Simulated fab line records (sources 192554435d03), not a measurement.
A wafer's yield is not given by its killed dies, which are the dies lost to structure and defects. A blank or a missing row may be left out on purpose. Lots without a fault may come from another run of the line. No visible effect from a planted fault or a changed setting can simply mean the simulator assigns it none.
fab line records	flow n5Finfet
record lots=8	wafers=23	lastDay=19
route steps=1938 shown BEOL_M12@1617 BEOL_M13@1659 PASSIVATION@1936
lots that met no fault: taken from a fault-free run of the same line
startH: the number of hours between the record's first day and the start of the first shown wafer of the lot	waitH: hours elapsed since this lot's preceding step	" identical to the entry in the row above	L1.1+2: one row covering several wafers at once	- either no value or no given start	* or withheld: withheld	< > ~ a bound
route shown NAME@n: a module of which the file shows steps, and the number in the route of the first	usual: average and standard deviation across the fault-free wafers	same: alike in all rows	chamber/n: place in a boat	sites: readings site by site	_std_site: the values' standard deviation	_edge_site: inner sites' mean taken away from outer sites' mean	radiusMm: for every site, how far away it sits from the centre of the wafer	mask NAME#n: copy n	behind: the last tool/chamber to shape the wafer	hold: why the lot went on hold/how many hours it stayed there/how the hold came to an end	device: the transistor (n, p or np) that didn't switch	end of line: tests of these same wafers at the route's end	a step with no rows: only its recipe	killed: count of dies lost to structure and defects at first sort (not the wafer's yield)	map: a wafer's dies, marking killed ones x, the rest . and places with no die _
set.NAME: the setting the step ran with; set.NAME@STEP: the setting that earlier step ran with	model.NAME: the simulator's own value behind a step, which no gauge read
a sample of lots followed through the steps of the route, with each step as a table and each wafer as a row
services: a tool's chamber out of use, with start hour (startH, from the record's first day; less than 0 if before it), hours out, and reason
## steps
# step N5_BEOL_M12_VIA_ETCH_16
# recipe chemistry=C4F8/O2/Ar	target=SiOC	pressureMtorr=30	sourceW=3000	biasW=700	Ar_flow_sccm=400	C4F8_flow_sccm=15	O2_flow_sccm=8	heInnerTorr=15	heOuterTorr=30	targetDepthA=7248	timeS=withheld	ionEnergyEv=250	ends=cleared
# usual drypumpMotorCurrentA=5.5/0.3	mfcArSccm=400.1/1.2	oesProductAu=0.75/0.074	rfVppV=666/3.3	showerheadPlenumPTorr=3.45/0.13	throttleValvePct=24.05/0.25
lot.wafer	tool	chamber	startH	waitH	drypumpMotorCurrentA	mfcArSccm	oesProductAu	rfVppV	showerheadPlenumPTorr	throttleValvePct
L439.2	rieDiel-04	3	263.44	0.0	5.2	398.5	0.65	664	3.37	24.05
L439.3	"	0	"	"	5.5	398.4	0.63	665	3.37	24.18
L439.5	"	1	"	"	5.9	398.5	0.63	662	3.27	24.23
L442.3	rieDiel-03	2	270.75	0.0	4.9	400.2	0.78	671	3.63	24.37
L442.4	"	3	"	"	5.4	402.3	0.73	668	3.42	24.11
L442.6	"	3	"	"	5.4	401.3	0.74	666	3.42	24.10
L440.3	rieDiel-01	0	271.18	0.0	5.3	399.8	0.61	668	3.49	24.17
L440.4	"	3	"	"	5.2	399.8	0.76	664	3.29	23.89
L440.5	"	0	"	"	5.3	400.8	0.62	668	3.49	24.19
L449.1	rieDiel-04	3	310.77	0.0	5.2	399.8	0.63	664	3.36	24.09
L449.2	"	1	"	"	5.9	399.2	0.62	661	3.26	24.27
L449.6	"	1	"	"	5.9	400.3	0.62	661	3.26	24.26
L454.2	rieDiel-01	3	332.06	0.0	5.3	396.7	0.72	663	3.28	23.92
L454.4	"	1	"	"	5.7	400.2	0.84	671	3.61	23.77
L451.2	rieDiel-03	2	350.83	0.0	5.0	400.0	0.76	669	3.62	24.41
L451.3	"	0	"	"	5.9	400.9	0.76	667	3.46	23.68
L451.4	"	1	"	"	5.8	400.8	0.81	667	3.51	24.36
L461.2	rieDiel-04	0	404.62	0.0	5.5	399.7	0.82	664	3.35	23.84
L461.4	"	2	"	"	5.4	399.9	0.77	663	3.32	23.70
L461.6	"	1	"	"	5.9	400.0	0.79	671	3.64	24.03
L460.2	rieDiel-01	1	408.32	0.0	5.6	399.7	0.79	670	3.60	23.82
L460.3	"	0	"	"	5.3	399.3	0.81	669	3.47	23.87
L460.5	"	1	"	"	5.6	397.6	0.79	672	3.60	23.82
# step N5_BEOL_M12_STRIP_37
# recipe chemistry=N2/H2	powerW=1000	tempC=250	h2Frac=0.65	overashFraction=0.3	pressureMtorr=withheld	n2FlowSccm=1750	h2FlowSccm=3250
# usual drypumpMotorCurrentA=6.0/0.61	heaterPowerW=335/28	oesProductAu=0.790/0.01
lot.wafer	tool	chamber	startH	waitH	drypumpMotorCurrentA	heaterPowerW	oesProductAu	rfHoursCounterH
L439.2	plasmaAsher-01	1	264.94	0.0	6.6	341	0.793	65
L439.3	"	0	"	"	5.3	291	0.792	-
L439.5	"	1	"	"	6.6	331	0.790	-
L442.3	plasmaAsher-01	0	272.28	0.1	5.3	293	0.795	-
L442.4	"	1	"	"	6.6	331	0.801	-
L442.6	"	1	"	"	6.6	327	0.793	-
L440.3	plasmaAsher-01	1	272.80	0.1	6.6	327	0.787	-
L440.4	"	0	"	"	5.3	303	0.801	-
L440.5	"	1	"	"	6.6	333	0.806	-
L449.1	plasmaAsher-02	0	312.44	0.0	5.7	359	0.794	142
L449.2	"	1	"	"	6.7	355	0.787	142
L449.6	"	0	"	"	5.7	369	0.782	-
L454.2	plasmaAsher-02	0	333.57	0.0	5.7	369	0.809	146
L454.4	"	1	"	"	6.7	352	0.783	-
L451.2	plasmaAsher-02	1	352.20	0.0	6.7	360	0.779	149
L451.3	"	0	"	"	5.7	372	0.780	-
L451.4	"	1	"	"	6.7	359	0.800	-
L461.2	plasmaAsher-02	0	406.13	0.0	5.6	377	0.805	156
L461.4	"	0	"	"	5.7	353	0.767	-
L461.6	"	0	"	"	5.7	366	0.792	-
L460.2	plasmaAsher-02	1	410.16	0.4	6.6	364	0.794	158
L460.3	"	0	"	"	5.7	375	0.779	-
L460.5	"	1	"	"	6.7	361	0.806	-
# step N5_BEOL_M13_ILD_DEP_00
# recipe material=SiOC	targetThkA=8379.2	tempC=350	precursor=DEMS/O2	pressureTorr=5	rfW=500	timeS=166.4
# usual heaterPowerW=506/69	runLengthS=211.0/0.58	showerheadPlenumPTorr=5.691/0.015	throttleValvePct=12.2/0.61
lot.wafer	tool	chamber	startH	waitH	heaterPowerW	runLengthS	showerheadPlenumPTorr	throttleValvePct
L439.2	pecvd-03	2	268.95	0.0	551	211.9	5.708	11.7
L439.3	"	0	"	"	433	211.1	5.677	11.8
L439.5	"	0	"	"	459	211.3	5.683	11.7
L442.3	pecvd-03	1	275.94	0.0	518	210.8	5.717	12.7
L442.4	"	2	"	"	479	211.9	5.712	11.5
L442.6	"	1	"	"	570	210.4	5.703	12.8
L440.3	pecvd-04	0	277.53	0.0	511	210.5	5.659	12.2
L440.4	"	0	"	"	539	210.6	5.658	12.0
L440.5	"	1	"	"	434	211.2	5.669	12.2
L449.1	pecvd-03	2	315.79	0.0	507	211.8	5.705	11.8
L449.2	"	1	"	"	566	210.7	5.688	12.9
L449.6	"	1	"	"	601	210.8	5.696	12.8
L454.2	pecvd-03	1	335.28	0.0	532	301.7	5.698	12.9
L454.4	"	0	"	"	445	211.4	5.671	12.3
L451.2	pecvd-03	2	355.19	0.0	533	302.4	5.701	12.0
L451.3	"	1	"	"	510	210.8	5.699	12.8
L451.4	"	0	"	"	452	211.3	5.687	12.0
L461.2	pecvd-01	0	411.71	0.0	470	210.7	5.701	11.3
L461.4	"	1	"	"	467	211.7	5.703	13.9
L461.6	"	0	"	"	520	211.0	5.676	11.6
L460.2	pecvd-04	2	411.98	0.0	470	210.8	5.681	12.4
L460.3	"	0	"	"	538	210.4	5.669	12.2
L460.5	"	2	"	"	443	211.6	5.719	12.4
# step N5_BEOL_M13_THK_MEAS_01
# recipe reads=SiOC_of_BEOL_M13_ILD_DEP_00
# usual M13_ILD_THK=837/9.4
lot.wafer	tool	chamber	startH	waitH	M13_ILD_THK[nm]
L439.2	filmMetro-01	-	269.10	0.1	839
L439.3	"	-	"	"	837
L439.5	"	-	"	"	853
L442.3	filmMetro-02	-	276.09	0.1	834
L442.4	"	-	"	"	852
L442.6	"	-	"	"	841
L440.3	filmMetro-01	-	277.68	0.1	830
L440.4	"	-	"	"	845
L440.5	"	-	"	"	830
L449.1	filmMetro-01	-	315.94	0.1	823
L449.2	"	-	"	"	822
L449.6	"	-	"	"	828
L454.2	filmMetro-01	-	335.44	0.1	1289
L454.4	"	-	"	"	846
L451.2	filmMetro-02	-	355.34	0.1	1289
L451.3	"	-	"	"	832
L451.4	"	-	"	"	845
L461.2	filmMetro-01	-	411.86	0.1	833
L461.4	"	-	"	"	838
L461.6	"	-	"	"	838
L460.2	filmMetro-01	-	412.20	0.2	835
L460.3	"	-	"	"	859
L460.5	"	-	"	"	847
# step N5_BEOL_M13_INSPECT_12
# recipe mode=adi	inspectInstrument=macro
# usual rawDefectCount=2.0/1.4
lot.wafer	tool	chamber	startH	waitH	rawDefectCount
L439.2	defectInspect-01	-	269.58	0.0	4
L439.3	"	-	"	"	0
L439.5	"	-	"	"	2
L442.3	defectInspect-01	-	276.45	0.0	2
L442.4	"	-	"	"	1
L442.6	"	-	"	"	1
L440.3	defectInspect-01	-	278.16	0.0	2
L440.4	"	-	"	"	3
L440.5	"	-	"	"	1
L449.1	defectInspect-02	-	316.30	0.0	4
L449.2	"	-	"	"	5
L449.6	"	-	"	"	4
L454.2	defectInspect-01	-	335.92	0.0	3
L454.4	"	-	"	"	2
L451.2	defectInspect-02	-	355.70	0.0	2
L451.3	"	-	"	"	4
L451.4	"	-	"	"	2
L461.2	defectInspect-01	-	412.35	0.0	0
L461.4	"	-	"	"	2
L461.6	"	-	"	"	4
L460.2	defectInspect-01	-	412.68	0.0	1
L460.3	"	-	"	"	1
L460.5	"	-	"	"	1
# step N5_BEOL_M13_STRIP_63
# recipe chemistry=N2/H2	powerW=1000	tempC=250	h2Frac=0.65	overashFraction=0.3	pressureMtorr=1000	n2FlowSccm=1750	h2FlowSccm=3250
# usual drypumpMotorCurrentA=6.1/0.59	heaterPowerW=340/27	oesProductAu=0.674/0.0053	stripTimeToEndpointS=28.0/1.1
lot.wafer	tool	chamber	startH	waitH	drypumpMotorCurrentA	heaterPowerW	oesProductAu	rfHoursCounterH	stripTimeToEndpointS
L439.2	plasmaAsher-02	1	269.94	-	6.7	352	0.676	134	28.1
L439.3	"	0	"	"	5.7	362	0.674	-	28.4
L439.5	"	0	"	"	5.7	368	0.677	-	27.9
L442.3	plasmaAsher-01	0	276.82	-	5.3	303	0.663	-	27.6
L442.4	"	1	"	"	6.6	335	0.670	-	26.4
L442.6	"	1	"	"	6.6	337	0.669	-	28.2
L440.3	plasmaAsher-01	0	278.54	-	5.3	302	0.675	-	29.9
L440.4	"	1	"	"	6.6	332	0.677	-	27.5
L440.5	"	1	"	"	6.6	338	0.670	-	28.3
L449.1	plasmaAsher-01	1	316.66	-	6.6	329	0.675	76	28.5
L449.2	"	0	"	"	5.3	300	0.673	76	29.8
L449.6	"	1	"	"	6.6	343	0.675	-	29.4
L454.2	plasmaAsher-01	1	336.28	-	6.6	336	0.233	80	0.0
L454.4	"	0	"	"	5.3	304	0.667	-	26.6
L451.2	plasmaAsher-02	0	356.05	-	5.6	370	0.234	150	0.0
L451.3	"	0	"	"	5.7	373	0.673	-	29.6
L451.4	"	1	"	"	6.7	349	0.675	-	26.9
L461.2	plasmaAsher-02	1	412.70	-	6.7	360	0.679	159	28.7
L461.4	"	0	"	"	5.7	356	0.675	-	28.4
L461.6	"	1	"	"	6.7	357	0.661	-	27.5
L460.2	plasmaAsher-02	0	413.04	-	5.6	369	0.667	159	27.7
L460.3	"	0	"	"	5.6	366	0.684	-	25.5
L460.5	"	1	"	"	6.7	353	0.673	-	26.7
# step N5_BEOL_M13_STRIP_64
# recipe chemistry=N2/H2	powerW=1000	tempC=250	h2Frac=0.65	overashFraction=0.3	pressureMtorr=withheld	n2FlowSccm=1750	h2FlowSccm=3250
# usual drypumpMotorCurrentA=6.1/0.59	heaterPowerW=340/27	oesProductAu=0.715/0.0048	stripTimeToEndpointS=31.32/0.081
lot.wafer	tool	chamber	startH	waitH	drypumpMotorCurrentA	heaterPowerW	oesProductAu	rfHoursCounterH	stripTimeToEndpointS
L439.2	plasmaAsher-02	1	270.00	0.0	6.7	357	0.717	134	31.26
L439.3	"	0	"	"	5.7	382	0.710	-	31.24
L439.5	"	0	"	"	5.7	366	0.723	-	31.24
L442.3	plasmaAsher-01	0	276.88	0.0	5.3	292	0.714	-	31.32
L442.4	"	1	"	"	6.6	331	0.709	-	31.20
L442.6	"	1	"	"	6.6	337	0.714	-	31.30
L440.3	plasmaAsher-01	0	278.60	0.0	5.3	299	0.718	-	31.32
L440.4	"	1	"	"	6.6	323	0.715	-	31.45
L440.5	"	1	"	"	6.6	336	0.715	-	31.43
L449.1	plasmaAsher-01	1	316.72	0.0	6.6	348	0.708	76	31.17
L449.2	"	0	"	"	5.3	296	0.709	76	31.24
L449.6	"	1	"	"	6.6	343	0.725	-	31.28
L454.2	plasmaAsher-01	1	336.34	0.0	6.6	345	0.636	80	14.30
L454.4	"	0	"	"	5.3	302	0.717	-	31.41
L451.2	plasmaAsher-02	0	356.11	0.0	5.7	371	0.619	150	13.10
L451.3	"	0	"	"	5.7	366	0.708	-	31.30
L451.4	"	1	"	"	6.7	354	0.716	-	31.33
L461.2	plasmaAsher-02	1	412.76	0.0	6.7	359	0.712	159	31.39
L461.4	"	0	"	"	5.7	363	0.707	-	31.34
L461.6	"	1	"	"	6.7	361	0.712	-	31.45
L460.2	plasmaAsher-02	0	413.10	0.0	5.7	365	0.712	159	31.30
L460.3	"	0	"	"	5.7	372	0.716	-	31.39
L460.5	"	1	"	"	6.7	354	0.717	-	31.35
# step N5_BEOL_M13_CD_MEAS_17
# recipe targetCdNm=190	polarity=opening
# usual cdNm=190.5/1.5
lot.wafer	tool	chamber	startH	waitH	cdNm
L439.2	cdSem-03	-	270.15	0.0	190.5
L439.3	"	-	"	"	193.8
L439.5	"	-	"	"	188.9
L442.3	cdSem-01	-	277.01	0.0	194.1
L442.4	"	-	"	"	189.8
L442.6	"	-	"	"	192.0
L440.3	cdSem-02	-	278.73	0.0	189.5
L440.4	"	-	"	"	191.0
L440.5	"	-	"	"	188.0
L449.1	cdSem-02	-	316.86	0.0	191.0
L449.2	"	-	"	"	190.0
L449.6	"	-	"	"	191.7
L454.2	cdSem-02	-	336.49	0.0	195.7
L454.4	"	-	"	"	191.3
L451.2	cdSem-01	-	356.26	0.0	195.7
L451.3	"	-	"	"	187.5
L451.4	"	-	"	"	192.1
L461.2	cdSem-02	-	412.91	0.0	191.9
L461.4	"	-	"	"	188.7
L461.6	"	-	"	"	192.3
L460.2	cdSem-02	-	413.25	0.0	189.1
L460.3	"	-	"	"	188.9
L460.5	"	-	"	"	189.3
# step N5_PASSIVATION_PROBE_49
# usual defectLimitedYield=91.3/1.4	killed_at_M0_to_M3=33/11	killed_at_M4_up=15/6.2	killedAtContacts=13/6.5	killedAtFrontEnd=38/11	killedAtOther=3.4/2.6	killedDies=102/17	killedOpen=67/12	killedShort=34/7.9	sort_bin_5_function=5.1/0.88	sort_bin_6_memory=3.3/0.65	sortNPass=1078/17	sortYieldPct=91.3/1.4
# same grossDies=1180	killedAtBackSide=0	sort_bin_4_leakage[%]=0	sort_bin_8_speed[%]=0
lot.wafer	tool	chamber	startH	waitH	defectLimitedYield[%]	killed_at_M0_to_M3	killed_at_M4_up	killedAtContacts	killedAtFrontEnd	killedAtOther	killedDies	killedOpen	killedShort	sort_bin_5_function[%]	sort_bin_6_memory[%]	sortNPass	sortYieldPct[%]
L439.2	prober-02	-	297.64	0.1	92.2	34	4	10	43	1	92	65	27	4.8	3.0	1088	92.2
L439.3	prober-02	-	297.69	0.1	92.5	34	3	12	37	3	89	48	36	4.2	2.7	1091	92.5
L439.5	prober-02	-	297.79	0.2	90.5	46	14	21	29	2	112	73	39	5.7	3.7	1068	90.5
L442.3	prober-02	-	310.72	0.1	88.6	73	15	13	30	3	134	84	47	6.6	4.3	1046	88.6
L442.4	prober-02	-	310.77	0.2	89.5	53	10	20	38	3	124	70	51	5.9	4.1	1056	89.5
L442.6	prober-02	-	310.87	0.3	92.6	33	12	8	30	4	87	61	25	4.2	2.9	1093	92.6
L440.3	prober-02	-	315.83	0.1	92.4	21	14	18	32	5	90	57	31	4.4	2.9	1090	92.4
L440.4	prober-02	-	315.88	0.2	90.6	54	11	9	31	6	111	71	36	6.0	3.1	1069	90.6
L440.5	prober-02	-	315.93	0.2	92.2	37	15	7	28	5	92	62	28	4.6	3.0	1088	92.2
L449.1	prober-02	-	346.66	0.0	91.6	48	15	13	22	1	99	66	33	4.7	3.2	1081	91.6
L449.2	prober-02	-	346.71	0.1	91.2	40	23	7	32	2	104	65	39	5.3	3.3	1076	91.2
L449.6	prober-02	-	346.91	0.3	90.3	25	29	16	43	1	114	82	32	5.3	4.1	1066	90.3
L454.2	prober-01	-	369.35	0.1	91.2	34	10	9	48	3	104	65	37	5.8	2.7	1076	91.2
L454.4	prober-01	-	369.45	0.2	90.2	23	16	11	63	3	116	74	42	5.3	4.0	1064	90.2
L451.2	prober-02	-	388.89	0.1	93.9	25	9	5	29	4	72	40	28	4.0	2.1	1108	93.9
L451.3	prober-02	-	388.94	0.1	92.0	30	18	18	25	3	94	64	29	4.7	3.0	1086	92.0
L451.4	prober-02	-	388.99	0.2	92.3	31	6	17	36	1	91	63	28	4.3	3.2	1089	92.3
L461.2	prober-01	-	449.98	0.1	90.9	34	16	8	43	6	107	74	33	5.1	3.8	1073	90.9
L461.4	prober-01	-	450.08	0.2	91.0	42	14	18	29	3	106	72	34	4.7	4.1	1074	91.0
L461.6	prober-01	-	450.18	0.3	90.7	32	25	5	39	9	110	67	43	6.0	3.1	1070	90.7
L460.2	prober-01	-	455.34	0.1	90.2	29	24	9	51	3	116	87	27	5.2	4.1	1064	90.2
L460.3	prober-01	-	455.39	0.1	90.8	18	31	15	39	6	109	71	36	5.8	3.3	1071	90.8
L460.5	prober-01	-	455.49	0.2	91.3	34	20	13	35	1	103	71	31	4.8	3.7	1077	91.3
# killed by level:class
L439.2 BEOL_M0_SAQP:geometricParticle:open=12 STI_FIN_REVEAL:geometricParticle:open=10 DUMMY_GATE:geometricParticle:open=8 BEOL_M0_SAQP:geometricParticle:short=8 MOL_CONTACT_COAG:geometricParticle:open=7 BEOL_M2:geometricParticle:open=7 GATE_CUT:geometricParticle:short=6 GATE_CUT:geometricParticle:open=6
L439.3 BEOL_M0_SAQP:geometricParticle:short=13 STI_FIN_REVEAL:geometricParticle:open=10 MOL_CONTACT_COAG:geometricParticle:open=9 BEOL_M0_SAQP:geometricParticle:open=8 GATE_CUT:geometricParticle:short=6 GATE_CUT:geometricParticle:open=4 BEOL_M3:geometricParticle:open=4 HKMG_FIN:areaEtch=4
L439.5 MOL_CONTACT_COAG:geometricParticle:open=18 BEOL_M2:geometricParticle:open=11 BEOL_M0_SAQP:geometricParticle:open=9 BEOL_M0_SAQP:geometricParticle:short=8 BEOL_M4:geometricParticle:open=7 FIN_SAQP:geometricParticle:short=6 DUMMY_GATE:geometricParticle:open=5 STI_FIN_REVEAL:geometricParticle:open=4
L442.3 BEOL_M0_SAQP:geometricParticle:open=19 BEOL_M0_SAQP:geometricParticle:short=14 BEOL_M2:geometricParticle:open=12 MOL_CONTACT_COAG:geometricParticle:open=11 BEOL_M1:geometricParticle:open=11 BEOL_M4:geometricParticle:short=7 BEOL_M3:geometricParticle:open=6 BEOL_M4:geometricParticle:open=6
L442.4 MOL_CONTACT_COAG:geometricParticle:open=18 BEOL_M2:geometricParticle:open=13 FIN_SAQP:geometricParticle:short=8 BEOL_M0_SAQP:geometricParticle:short=7 BEOL_M0_SAQP:geometricParticle:open=6 BEOL_M2:geometricParticle:short=6 STI_FIN_REVEAL:geometricParticle:open=5 GATE_CUT:geometricParticle:short=5
L442.6 STI_FIN_REVEAL:geometricParticle:open=12 BEOL_M0_SAQP:geometricParticle:short=9 MOL_CONTACT_COAG:geometricParticle:open=7 BEOL_M0_SAQP:geometricParticle:open=7 BEOL_M2:geometricParticle:open=6 BEOL_M4:geometricParticle:open=5 BEOL_M1:geometricParticle:open=4 FIN_SAQP:geometricParticle:short=3
L440.3 MOL_CONTACT_COAG:geometricParticle:open=14 FIN_SAQP:geometricParticle:open=7 BEOL_M2:geometricParticle:open=6 FIN_SAQP:geometricParticle:short=5 BEOL_M0_SAQP:geometricParticle:short=5 STI_FIN_REVEAL:geometricParticle:short=4 BEOL_M4:geometricParticle:open=4 BEOL_M5:geometricParticle:open=4
L440.4 BEOL_M0_SAQP:geometricParticle:open=15 BEOL_M0_SAQP:geometricParticle:short=13 BEOL_M3:geometricParticle:open=13 MOL_CONTACT_COAG:geometricParticle:open=7 GATE_CUT:geometricParticle:short=6 BEOL_M1:geometricParticle:open=6 FIN_SAQP:geometricParticle:open=5 GATE_CUT:geometricParticle:open=5
L440.5 GATE_CUT:geometricParticle:open=9 BEOL_M0_SAQP:geometricParticle:open=9 BEOL_M0_SAQP:geometricParticle:short=9 BEOL_M2:geometricParticle:open=7 BEOL_M3:geometricParticle:open=6 BEOL_M1:geometricParticle:open=5 BEOL_M4:geometricParticle:open=5 BEOL_M5:geometricParticle:open=5
L449.1 BEOL_M3:geometricParticle:open=12 MOL_CONTACT_COAG:geometricParticle:open=11 BEOL_M1:geometricParticle:open=8 FIN_SAQP:geometricParticle:short=7 BEOL_M1:geometricParticle:short=6 BEOL_M4:geometricParticle:open=6 BEOL_M3:geometricParticle:short=5 FIN_SAQP:geometricParticle:open=4
L449.2 FIN_SAQP:geometricParticle:short=13 BEOL_M4:geometricParticle:open=11 BEOL_M0_SAQP:geometricParticle:open=7 BEOL_M3:geometricParticle:open=7 STI_FIN_REVEAL:geometricParticle:open=6 MOL_CONTACT_COAG:geometricParticle:open=6 BEOL_M0_SAQP:geometricParticle:short=5 BEOL_M2:geometricParticle:open=5
L449.6 BEOL_M4:geometricParticle:open=19 MOL_CONTACT_COAG:geometricParticle:open=15 BEOL_M1:geometricParticle:open=9 FIN_SAQP:geometricParticle:short=8 FIN_SAQP:geometricParticle:open=7 DUMMY_GATE:geometricParticle:open=7 GATE_CUT:geometricParticle:short=6 BEOL_M0_SAQP:geometricParticle:open=5
L454.2 STI_FIN_REVEAL:geometricParticle:open=14 BEOL_M0_SAQP:geometricParticle:open=11 BEOL_M0_SAQP:geometricParticle:short=9 MOL_CONTACT_COAG:geometricParticle:open=8 GATE_CUT:geometricParticle:short=6 GATE_CUT:geometricParticle:open=5 FIN_SAQP:geometricParticle:short=4 DUMMY_GATE:geometricParticle:open=4
L454.4 FIN_SAQP:geometricParticle:open=11 FIN_SAQP:geometricParticle:short=10 GATE_CUT:geometricParticle:short=10 BEOL_M3:geometricParticle:open=9 MOL_CONTACT_COAG:geometricParticle:open=9 DUMMY_GATE:geometricParticle:open=8 BEOL_M4:geometricParticle:open=7 STI_FIN_REVEAL:geometricParticle:open=6
L451.2 FIN_SAQP:geometricParticle:short=10 FIN_SAQP:geometricParticle:open=8 BEOL_M0:geometricParticle:short=7 DUMMY_GATE:geometricParticle:open=4 BEOL_M0:geometricParticle:open=4 MOL_CONTACT_COAG:geometricParticle:open=3 BEOL_M3:geometricParticle:open=3 BEOL_M0_SAQP:geometricParticle:open=3
L451.3 MOL_CONTACT_COAG:geometricParticle:open=16 BEOL_M2:geometricParticle:open=9 BEOL_M0_SAQP:geometricParticle:open=8 DUMMY_GATE:geometricParticle:open=7 BEOL_M4:geometricParticle:open=7 BEOL_M0_SAQP:geometricParticle:short=5 FIN_SAQP:geometricParticle:short=4 FIN_SAQP:geometricParticle:open=3
L451.4 MOL_CONTACT_COAG:geometricParticle:open=15 FIN_SAQP:geometricParticle:open=14 BEOL_M2:geometricParticle:open=10 FIN_SAQP:geometricParticle:short=8 BEOL_M1:geometricParticle:open=6 STARTING-WAFER:geometricParticle:short=5 BEOL_M0_SAQP:geometricParticle:short=4 BEOL_M3:geometricParticle:open=4
L461.2 FIN_SAQP:geometricParticle:short=11 BEOL_M2:geometricParticle:open=11 FIN_SAQP:geometricParticle:open=9 MOL_CONTACT_COAG:geometricParticle:open=7 BEOL_M4:geometricParticle:open=7 STI_FIN_REVEAL:geometricParticle:open=5 BEOL_M3:geometricParticle:open=5 BEOL_M1:geometricParticle:open=5
L461.4 MOL_CONTACT_COAG:geometricParticle:open=14 BEOL_M3:geometricParticle:open=13 DUMMY_GATE:geometricParticle:open=9 BEOL_M2:geometricParticle:open=7 BEOL_M1:geometricParticle:open=5 FIN_SAQP:geometricParticle:short=4 GATE_CUT:geometricParticle:short=4 MOL_CONTACT_COAG:geometricParticle:short=4
L461.6 DUMMY_GATE:geometricParticle:open=9 FIN_SAQP:geometricParticle:short=8 BEOL_M4:geometricParticle:open=8 BEOL_M2:geometricParticle:open=8 FIN_SAQP:geometricParticle:open=7 BEOL_M2:geometricParticle:short=6 GATE_CUT:geometricParticle:short=5 MOL_CONTACT_COAG:geometricParticle:open=5
L460.2 BEOL_M4:geometricParticle:open=18 FIN_SAQP:geometricParticle:open=13 BEOL_M2:geometricParticle:open=10 BEOL_M3:geometricParticle:open=9 MOL_CONTACT_COAG:geometricParticle:open=8 FIN_SAQP:geometricParticle:short=4 DUMMY_GATE:geometricParticle:open=4 ILD0:geometricParticle:open=4
L460.3 BEOL_M4:geometricParticle:open=18 MOL_CONTACT_COAG:geometricParticle:open=11 FIN_SAQP:geometricParticle:short=9 BEOL_M2:geometricParticle:open=6 STARTING-WAFER:geometricParticle:open=6 FIN_SAQP:geometricParticle:open=5 STI_FIN_REVEAL:geometricParticle:open=4 DUMMY_GATE:geometricParticle:open=4
L460.5 BEOL_M4:geometricParticle:open=14 STI_FIN_REVEAL:geometricParticle:open=9 BEOL_M2:geometricParticle:open=9 BEOL_M3:geometricParticle:open=9 MOL_CONTACT_COAG:geometricParticle:open=8 FIN_SAQP:geometricParticle:open=5 MOL_CONTACT_COAG:geometricParticle:short=5 BEOL_M0_SAQP:geometricParticle:short=4
## services
tool	chamber	startH	hours	kind
rieDiel-04	2	262.52	29.1	repair
pecvd-01	1	276.42	5.0	repair
pecvd-03	2	282.52	4.5	repair
pecvd-03	-	284.37	1.2	repair
rieDiel-03	0	285.15	18.7	repair
rieDiel-04	0	291.63	-	clean
rieDiel-04	0	291.63	-	consumableReplace:focusRing
rieDiel-04	0	291.63	22.6	scheduledDown
rieDiel-04	0	291.63	22.6	ventCycle
plasmaAsher-01	-	300.37	4.0	repair
pecvd-03	0	303.21	2.1	scheduledDown
rieDiel-04	1	314.27	-	clean
rieDiel-04	1	314.27	-	consumableReplace:focusRing
rieDiel-04	1	314.27	-	consumableReplace:showerhead
pecvd-03	2	335.49	5.5	scheduledDown
pecvd-01	-	350.02	2.8	repair
rieDiel-03	2	360.21	3.0	repair
plasmaAsher-02	-	371.90	14.6	pm
plasmaAsher-02	-	386.50	2.8	pm
rieDiel-04	3	400.12	6.5	repair
plasmaAsher-02	-	403.44	0.7	repair
rieDiel-03	-	404.61	0.9	repair
pecvd-03	2	404.63	2.1	scheduledDown
plasmaAsher-01	-	405.21	15.6	pm
## key
firstSign step=N5_BEOL_M13_ILD_DEP_00	reading=runLengthS	direction=up	sigmas=99+	usual=*	struck=*
effect step=N5_BEOL_M13_THK_MEAS_01	reading=M13_ILD_THK	direction=up	sigmas=48	usual=837	struck=1289
effect step=N5_BEOL_M13_STRIP_63	reading=oesProductAu	direction=down	sigmas=84	usual=0.674	struck=0.234
effect step=N5_BEOL_M13_STRIP_64	reading=stripTimeToEndpointS	direction=down	sigmas=99+	usual=*	struck=*
effect step=N5_BEOL_M13_CD_MEAS_17	reading=cdNm	direction=up	sigmas=3.4	usual=190.5	struck=195.7
metAt N5_BEOL_M13_ILD_DEP_00
struckLots L451,L454
struckWafers L451.2,L454.2
notActingAt N5_BEOL_M12_VIA_ETCH_16,N5_BEOL_M12_STRIP_37,N5_BEOL_M13_INSPECT_12
onsetBetween 315.79 335.28
fault kind=processParameterDrift	tool=pecvd-03	chamber=-	onsetH=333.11	steps=N5_BEOL_M13_ILD_DEP_00	channel=timeS	offset=*	shape=step	endH=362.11	scope=struckWafersOnly	actsIn=*	stated=*
